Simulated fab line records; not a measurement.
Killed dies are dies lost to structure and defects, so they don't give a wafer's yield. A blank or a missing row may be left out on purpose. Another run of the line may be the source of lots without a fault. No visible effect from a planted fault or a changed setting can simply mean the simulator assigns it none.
Chamber matching / flow n5-finfet / N5_BEOL_M1_ETCH_74 on rie-diel-01 has 4 sister chambers
The step etches underlayer in N2/H2, target depth 6.5 nm, time 5.2 s. 16 wafers are shown with their chamber, then 8 later ones without.

WAFERS PAIRED WITH THEIR CHAMBERS
wafer=L075.1; chamber=3; showerhead-plenum-p-Torr (Torr)=2.60; drypump-motor-current-A (A)=5.4; throttle-valve-pct (%)=17.70
wafer=L075.4; chamber=0; showerhead-plenum-p-Torr (Torr)=2.70; drypump-motor-current-A (A)=5.0; throttle-valve-pct (%)=17.87
wafer=L075.5; chamber=1; showerhead-plenum-p-Torr (Torr)=2.71; drypump-motor-current-A (A)=6.0; throttle-valve-pct (%)=17.30
wafer=L081.1; chamber=3; showerhead-plenum-p-Torr (Torr)=2.59; drypump-motor-current-A (A)=5.4; throttle-valve-pct (%)=17.73
wafer=L081.3; chamber=1; showerhead-plenum-p-Torr (Torr)=2.70; drypump-motor-current-A (A)=5.9; throttle-valve-pct (%)=17.32
wafer=L081.5; chamber=1; showerhead-plenum-p-Torr (Torr)=2.70; drypump-motor-current-A (A)=6.0; throttle-valve-pct (%)=17.35
wafer=L084.2; chamber=3; showerhead-plenum-p-Torr (Torr)=2.59; drypump-motor-current-A (A)=5.4; throttle-valve-pct (%)=17.73
wafer=L084.3; chamber=1; showerhead-plenum-p-Torr (Torr)=2.70; drypump-motor-current-A (A)=6.0; throttle-valve-pct (%)=17.34
wafer=L084.6; chamber=0; showerhead-plenum-p-Torr (Torr)=2.70; drypump-motor-current-A (A)=5.0; throttle-valve-pct (%)=17.89
wafer=L083.2; chamber=2; showerhead-plenum-p-Torr (Torr)=2.51; drypump-motor-current-A (A)=5.5; throttle-valve-pct (%)=18.09
wafer=L083.5; chamber=2; showerhead-plenum-p-Torr (Torr)=2.51; drypump-motor-current-A (A)=5.5; throttle-valve-pct (%)=18.06
wafer=L083.6; chamber=1; showerhead-plenum-p-Torr (Torr)=2.70; drypump-motor-current-A (A)=6.0; throttle-valve-pct (%)=17.36
wafer=L085.1; chamber=3; showerhead-plenum-p-Torr (Torr)=2.59; drypump-motor-current-A (A)=5.4; throttle-valve-pct (%)=17.74
wafer=L085.5; chamber=0; showerhead-plenum-p-Torr (Torr)=2.70; drypump-motor-current-A (A)=5.1; throttle-valve-pct (%)=17.90
wafer=L085.6; chamber=3; showerhead-plenum-p-Torr (Torr)=2.59; drypump-motor-current-A (A)=5.4; throttle-valve-pct (%)=17.75
wafer=L087.1; chamber=0; showerhead-plenum-p-Torr (Torr)=2.70; drypump-motor-current-A (A)=5.1; throttle-valve-pct (%)=17.95

SIGNATURES (means of the wafers above)
reading=showerhead-plenum-p-Torr; chamber 0=2.7000; chamber 1=2.7020; chamber 2=2.5100; chamber 3=2.5920; scatter within a chamber=0.00365
reading=drypump-motor-current-A; chamber 0=5.050; chamber 1=5.980; chamber 2=5.500; chamber 3=5.400; scatter within a chamber=0.0387
reading=throttle-valve-pct; chamber 0=17.9025; chamber 1=17.3340; chamber 2=18.0750; chamber 3=17.7300; scatter within a chamber=0.0252
Rule: a wafer lies at a distance from a chamber equal to the root of the sum of squares, over the readings, of (its reading less the chamber's mean, divided by the reading's scatter). If the next closest chamber is less than 2 further off than the closest, the wafer can't be placed; otherwise it belongs to the closest. The scatter: take each reading less its chamber's mean, square it, sum over the shown wafers, divide by the number of wafers less the number of chambers, and take the root.

WAFERS WITHOUT THEIR CHAMBER
wafer=L087.3; showerhead-plenum-p-Torr (Torr)=2.59; drypump-motor-current-A (A)=5.4; throttle-valve-pct (%)=17.72
wafer=L087.5; showerhead-plenum-p-Torr (Torr)=2.51; drypump-motor-current-A (A)=5.6; throttle-valve-pct (%)=18.11
wafer=L092.2; showerhead-plenum-p-Torr (Torr)=2.69; drypump-motor-current-A (A)=6.0; throttle-valve-pct (%)=17.38
wafer=L092.3; showerhead-plenum-p-Torr (Torr)=2.51; drypump-motor-current-A (A)=5.5; throttle-valve-pct (%)=17.65
wafer=L092.5; showerhead-plenum-p-Torr (Torr)=2.58; drypump-motor-current-A (A)=5.4; throttle-valve-pct (%)=17.77
wafer=L094.2; showerhead-plenum-p-Torr (Torr)=2.69; drypump-motor-current-A (A)=6.0; throttle-valve-pct (%)=17.39
wafer=L094.3; showerhead-plenum-p-Torr (Torr)=2.58; drypump-motor-current-A (A)=5.4; throttle-valve-pct (%)=17.80
wafer=L094.5; showerhead-plenum-p-Torr (Torr)=2.58; drypump-motor-current-A (A)=5.4; throttle-valve-pct (%)=17.79

THE CHAMBER EACH PASSED THROUGH
wafer=L087.3; from the rows above=3; in truth=3
wafer=L087.5; from the rows above=2; in truth=2
wafer=L092.2; from the rows above=1; in truth=1
wafer=L092.3; from the rows above=2; in truth=2
wafer=L092.5; from the rows above=3; in truth=3
wafer=L094.2; from the rows above=1; in truth=1
wafer=L094.3; from the rows above=3; in truth=3
wafer=L094.5; from the rows above=3; in truth=3
Placed correctly: 8 of 8. Not placeable from these rows: 0. Number placed wrongly: 0.
